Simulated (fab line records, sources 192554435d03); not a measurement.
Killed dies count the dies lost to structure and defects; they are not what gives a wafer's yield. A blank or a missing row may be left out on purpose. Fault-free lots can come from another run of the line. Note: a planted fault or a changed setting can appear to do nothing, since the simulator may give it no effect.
Matching of chambers / flow n5_finfet / N5_SDB_ALD_29 on ald_sin-04 has 4 sister chambers
The step deposits SiNx, target thk 30 nm, pulse time 1 s, ald cycles 600. 14 wafers are shown with their chamber, then 7 later ones without.

## WAFERS, EACH WITH ITS CHAMBER
wafer=L076.1; chamber=2; heater_power_w (W)=843; precursor_pulse_height_rel=1.006
wafer=L076.3; chamber=3; heater_power_w (W)=707; precursor_pulse_height_rel=0.974
wafer=L076.5; chamber=1; heater_power_w (W)=721; precursor_pulse_height_rel=1.029
wafer=L077.1; chamber=0; heater_power_w (W)=702; precursor_pulse_height_rel=1.007
wafer=L077.3; chamber=1; heater_power_w (W)=720; precursor_pulse_height_rel=1.013
wafer=L077.6; chamber=3; heater_power_w (W)=714; precursor_pulse_height_rel=1.005
wafer=L078.1; chamber=0; heater_power_w (W)=706; precursor_pulse_height_rel=1.018
wafer=L078.3; chamber=1; heater_power_w (W)=745; precursor_pulse_height_rel=1.017
wafer=L078.6; chamber=2; heater_power_w (W)=837; precursor_pulse_height_rel=1.012
wafer=L080.1; chamber=3; heater_power_w (W)=717; precursor_pulse_height_rel=0.979
wafer=L080.3; chamber=0; heater_power_w (W)=721; precursor_pulse_height_rel=1.007
wafer=L080.5; chamber=0; heater_power_w (W)=718; precursor_pulse_height_rel=1.001
wafer=L089.4; chamber=3; heater_power_w (W)=714; precursor_pulse_height_rel=0.972
wafer=L089.5; chamber=0; heater_power_w (W)=707; precursor_pulse_height_rel=0.997

SIGNATURES, as means of the wafers listed above
reading=heater_power_w; chamber 0=710.80; chamber 1=728.67; chamber 2=840.00; chamber 3=713.00; scatter within a chamber=8.62
reading=precursor_pulse_height_rel; chamber 0=1.00600; chamber 1=1.01967; chamber 2=1.00900; chamber 3=0.98250; scatter within a chamber=0.0105
Rule: a wafer's distance from a chamber is the root of the sum, over the readings, of the square of ((its reading less the chamber's mean) divided by the reading's scatter). The wafer belongs to the nearest chamber; if the next one is less than 2 further off, it can't be placed. How the scatter is found: for the shown wafers, subtract from each reading the mean of its chamber, square and add these, divide the total by (wafers less chambers), then take the root.

## WAFERS WITH NO CHAMBER GIVEN
wafer=L089.6; heater_power_w (W)=717; precursor_pulse_height_rel=0.961
wafer=L094.1; heater_power_w (W)=700; precursor_pulse_height_rel=1.018
wafer=L094.4; heater_power_w (W)=756; precursor_pulse_height_rel=1.001
wafer=L094.6; heater_power_w (W)=740; precursor_pulse_height_rel=0.949
wafer=L097.2; heater_power_w (W)=733; precursor_pulse_height_rel=0.980
wafer=L097.5; heater_power_w (W)=702; precursor_pulse_height_rel=0.953
wafer=L097.6; heater_power_w (W)=724; precursor_pulse_height_rel=0.962

## WHICH CHAMBER EACH ONE RAN IN
wafer=L089.6; from the rows above=3; in truth=3
wafer=L094.1; from the rows above=can't be placed: 0 or 1 or 3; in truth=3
wafer=L094.4; from the rows above=can't be placed: 1 or 0 or 3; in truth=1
wafer=L094.6; from the rows above=can't be placed: 3 or 0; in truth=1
wafer=L097.2; from the rows above=can't be placed: 3 or 0 or 1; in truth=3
wafer=L097.5; from the rows above=3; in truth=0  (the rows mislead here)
wafer=L097.6; from the rows above=3; in truth=3
2 of 7 placed correctly. Not placeable from these rows: 4 (in 3, the candidates include the true chamber). Wrongly placed: 1.
